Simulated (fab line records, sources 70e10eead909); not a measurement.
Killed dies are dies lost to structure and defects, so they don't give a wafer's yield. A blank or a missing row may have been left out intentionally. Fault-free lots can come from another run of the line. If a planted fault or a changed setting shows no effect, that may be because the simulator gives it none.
A lot that was struck, set against a sound lot -- flow nand-harc -- 14 steps out of a route of 1159
Sound: wafers L509.1, L509.2, L509.4. Struck: wafer L511.5 (L511.2, L511.4, from the same lot, were not struck and are left out); the cause is given at the end.
Each step with rows lists, per side, the tool, then ch with its chambers, then its first start. Under that, the readings that differ: sound wafers -- struck wafers -- difference of the means -- sigmas: that difference in standard deviations of wafers without a fault.
alike: readings with means less than 2 such deviations apart, plus words and numbers identical on both sides. not compared: withheld readings, readings lacking a value on some wafer, bounds such as >300 that could conceal the same value, and numbers that have no deviation in the record and whose values overlap.
Wherever a step has rows on one side only, a row that says differs or no value, or a row with sigmas, the two part there. Numbers that don't overlap but have no deviation are shown without sigmas and don't part them. A reading missing from all wafers of one side parts the sides only when that side holds two or more wafers.

first, 1 step without rows for these wafers: NHARC_A_STAIRCASE_ETCH_13 (etches the open film in C4F8/O2, target depth 100 nm, time 40.5 s).
NHARC_A_STAIRCASE_TRIM_14: chemistry O2, time 211.2 s.
  sound on rie-diel-12 ch 0,2,3; struck on rie-diel-11 ch 2
reading,sound,struck,difference,sigmas
showerhead-plenum-p-Torr (Torr),3.50 3.71 3.62,3.29,-0.32,-2
  alike: drypump-motor-current-A, oes-product-au, rf-vpp-V, run-length-s, throttle-valve-pct
  not compared: rf-hours-counter-h
NHARC_A_STAIRCASE_ETCH_15: etches the open film in C4F8/O2, target depth 100 nm, time 40.5 s.
  sound on rie-diel-12 ch 0,1,3; struck on rie-diel-11 ch 1
  alike: oes-product-au, rf-vpp-V
  not compared: rf-hours-counter-h
NHARC_A_STAIRCASE_TRIM_16: chemistry O2, time 211.2 s.
  sound on rie-diel-12 ch 0,1,2; struck on rie-diel-11 ch 0
reading,sound,struck,difference,sigmas
throttle-valve-pct (%),17.037 17.033 17.048,17.023,-0.016,-2
  alike: drypump-motor-current-A, oes-product-au, rf-vpp-V, run-length-s, showerhead-plenum-p-Torr
  not compared: rf-hours-counter-h
then, 3 steps without rows for these wafers: NHARC_A_STAIRCASE_ETCH_17 (etches the open film in C4F8/O2, target depth 100 nm, time 40.5 s); NHARC_A_STAIRCASE_TRIM_18 (chemistry O2, time 211.2 s); NHARC_A_STAIRCASE_ETCH_19 (etches the open film in C4F8/O2, target depth 100 nm, time 40.5 s).
NHARC_A_STAIRCASE_TRIM_20: chemistry O2, time 211.2 s.
  sound on rie-diel-11 ch 0,1,3, day 12 15:23; struck on rie-diel-11 ch 2, day 13 13:52
reading,sound,struck,difference,sigmas
showerhead-plenum-p-Torr (Torr),3.62 3.68 3.57,3.29,-0.33,-3
  alike: drypump-motor-current-A, oes-product-au, rf-vpp-V, run-length-s, throttle-valve-pct
  not compared: rf-hours-counter-h
then, 2 steps without rows for these wafers: NHARC_A_STAIRCASE_ETCH_21 (etches the open film in C4F8/O2, target depth 100 nm, time 40.5 s); NHARC_A_STAIRCASE_TRIM_22 (chemistry O2, time 211.2 s).
NHARC_A_STAIRCASE_ETCH_23: etches the open film in C4F8/O2, target depth 100 nm, time 40.5 s.
  sound on rie-diel-11 ch 1,2,3; struck on rie-diel-11 ch 0
  alike: oes-product-au, rf-vpp-V
  not compared: rf-hours-counter-h
NHARC_A_STAIRCASE_TRIM_24: chemistry O2, time 211.2 s.
  sound on rie-diel-11 ch 0,1,2, day 12 15:52; struck on rie-diel-11 ch 1, day 13 14:22
reading,sound,struck,difference,sigmas
run-length-s (s),231.5 231.6 232.0,154.0,-77.7,-99 or more
  alike: drypump-motor-current-A, oes-product-au, rf-vpp-V, showerhead-plenum-p-Torr, throttle-valve-pct
  not compared: rf-hours-counter-h
then, 1 step without rows for these wafers: NHARC_A_STAIRCASE_ETCH_25 (etches the open film in C4F8/O2, target depth 100 nm, time 40.5 s).
-- jump in the record: it breaks off in module A_STAIRCASE and resumes in module END (first step shown: number 1159 of the route), and 11 days separate the struck wafers' starts before and after --
NHARC_END_SORT_01:
  only the struck wafers appear in the record here, on prober-02 ch 0 at day 24 22:26; the sound ones have no rows

== WHERE THEY PART ==
At NHARC_A_STAIRCASE_TRIM_14 first; at NHARC_END_SORT_01 last (within this record only).

WHY: whatever the simulator had introduced
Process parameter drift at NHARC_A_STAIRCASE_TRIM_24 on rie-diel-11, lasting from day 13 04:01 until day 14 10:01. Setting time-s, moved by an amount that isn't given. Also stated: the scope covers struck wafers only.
